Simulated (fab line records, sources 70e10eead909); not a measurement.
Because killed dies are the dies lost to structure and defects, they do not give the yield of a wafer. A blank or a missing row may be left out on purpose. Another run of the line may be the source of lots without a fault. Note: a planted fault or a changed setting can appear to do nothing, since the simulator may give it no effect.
Which of the tools did it?	flow nand_harc	12 lots with 36 wafers sampled at 5 steps, on a route of 1159 steps

WHAT THE GAUGES SHOWED, per wafer
NHARC_A_BONDPAD_THK_MEAS_20: measures by xrf.
lot	measured	on	thk_nm (nm)
L139	day 19 13:42	film_metro-01	167.2 169.3 168.4
L140	day 18 13:21	film_metro-01	171.5 170.7 170.1
L141	day 18 10:26	film_metro-02	170.3 172.0 169.8
L142	day 18 14:53	film_metro-01	171.2 172.4 167.5
L143	day 19 00:44	film_metro-02	169.1 168.8 168.2
L144	day 19 05:14	film_metro-02	170.0 170.8 168.2
L145	day 18 18:08	film_metro-02	171.3 169.9 170.7
L149	day 21 05:25	film_metro-02	168.4 169.2 171.3
L155	day 22 11:14	film_metro-01	170.0 168.8 169.9
L158	day 22 20:02	film_metro-01	170.0 170.5 172.6
L159	day 22 12:52	film_metro-01	168.9 169.8 170.4
L162	day 23 16:56	film_metro-01	168.1 167.7 169.2

NHARC_END_SORT_01.
lot	measured	on	killed_at_array	killed_at_other	killed_at_periphery	killed_dies	killed_open	killed_short
L149	day 22 13:22	prober-02	50 56 51	2 1 2	3 4 4	55 61 57	1 2 1	3 2 2

WHICH TOOL RAN EACH LOT (tool, then ch and the chambers of the sampled wafers, then the start)
lot	NHARC_A_SOURCE_PLATE_CVD_03	NHARC_A_BONDPAD_PVD_27	NHARC_THIN_TSV_ETCH_15
L139	lpcvd_poly-01 ch 0, day 7 09:07	pvd_sputter-03, day 19 13:42 or earlier	rie_si-06 ch 1,2, day 20 03:14
L140	lpcvd_poly-02 ch 0, day 7 14:16	pvd_sputter-02, day 18 13:21 or earlier	rie_si-05 ch 1,2, day 19 01:07
L141	lpcvd_poly-01 ch 0, day 7 17:52	pvd_sputter-02, day 18 10:26 or earlier	rie_si-06 ch 0,1,3, day 19 00:01
L142	lpcvd_poly-02 ch 0, day 8 01:58	pvd_sputter-03, day 18 14:53 or earlier	rie_si-01 ch 0,1,3, day 19 07:32
L143	lpcvd_poly-02 ch 0, day 8 01:58	pvd_sputter-01, day 19 00:44 or earlier	rie_si-05 ch 0,1,3, day 19 16:42
L144	lpcvd_poly-01 ch 0, day 8 05:52	pvd_sputter-01, day 19 05:14 or earlier	rie_si-06 ch 0,2,3, day 19 17:56
L145	lpcvd_poly-01 ch 0, day 8 05:52	pvd_sputter-03, day 18 18:08 or earlier	rie_si-05 ch 0,2,3, day 19 08:46
L149	lpcvd_poly-03 ch 0, day 9 18:32	pvd_sputter-01, day 21 05:25 or earlier	rie_si-01 ch 2,3, day 21 21:02
L155	lpcvd_poly-01 ch 0, day 11 02:43	pvd_sputter-02, day 22 11:14 or earlier	rie_si-01 ch 1,2, day 23 00:56
L158	lpcvd_poly-01 ch 0, day 11 20:46	pvd_sputter-03, day 22 20:02 or earlier	rie_si-01 ch 1,2,3, day 23 10:40
L159	lpcvd_poly-01 ch 0, day 11 20:46	pvd_sputter-03, day 22 12:52 or earlier	rie_si-05 ch 2,3, day 23 02:08
L162	lpcvd_poly-01 ch 0, day 13 05:24	pvd_sputter-02, day 23 16:56 or earlier	rie_si-05 ch 0,2,3, day 24 07:08
- NHARC_A_SOURCE_PLATE_CVD_03: deposits poly-Si, target thk 200 nm, time 4000 s.
- NHARC_A_BONDPAD_PVD_27: deposits Cu, target thk 30 nm, time 20.49 s.
- NHARC_THIN_TSV_ETCH_15: target depth 3000 nm, bosch target overetch cycles 2, bosch etch step 2.8 s.

AS READ BY THE TOOLS THEMSELVES (means over the sampled wafers that have a number; for cases with no such wafer, the mark the record gives instead)
NHARC_A_BONDPAD_PVD_27.
lot	tool	throttle_valve_pct (%)
L139	pvd_sputter-03	28.8
L140	pvd_sputter-02	29.3
L141	pvd_sputter-02	29.3
L142	pvd_sputter-03	28.7
L143	pvd_sputter-01	30.4
L144	pvd_sputter-01	29.1
L145	pvd_sputter-03	29.7
L149	pvd_sputter-01	28.6
L155	pvd_sputter-02	29.7
L158	pvd_sputter-03	28.8
L159	pvd_sputter-03	28.9
L162	pvd_sputter-02	29.3

NHARC_THIN_TSV_ETCH_15.
lot	tool	drypump_motor_current_A (A)
L139	rie_si-06	5.2
L140	rie_si-05	5.8
L141	rie_si-06	5.5
L142	rie_si-01	5.9
L143	rie_si-05	5.7
L144	rie_si-06	5.8
L145	rie_si-05	5.6
L149	rie_si-01	5.6
L155	rie_si-01	6.3
L158	rie_si-01	5.9
L159	rie_si-05	5.6
L162	rie_si-05	5.6

THE ANSWER, worked out from the rows above alone
Rule: usual is defined by the lots themselves. Put in order of their means at a reading, lots are off if they are a third of the lots or fewer, leave a main group of 4 or more, and stand apart from it by a gap of 3 or more times the standard deviation of the main group's means; of several such gaps the widest counts. A main group whose means are all the same, to the digits that the tables above print for the reading, isn't used. Also off: a lot with no number at a reading for which 4 or more lots have one. Any other lot the step has rows for is counted as sound. The gauges are gone through in route order, then the tools' own readings, and for those a lot's mean is taken as printed above. The first step at which some lot is off is used, and at that step the reading that is off furthest; a lot without a number counts as furthest.
None of the lots is off at any reading shown; this tells nothing.

WHAT THE SIMULATOR HAD INSERTED
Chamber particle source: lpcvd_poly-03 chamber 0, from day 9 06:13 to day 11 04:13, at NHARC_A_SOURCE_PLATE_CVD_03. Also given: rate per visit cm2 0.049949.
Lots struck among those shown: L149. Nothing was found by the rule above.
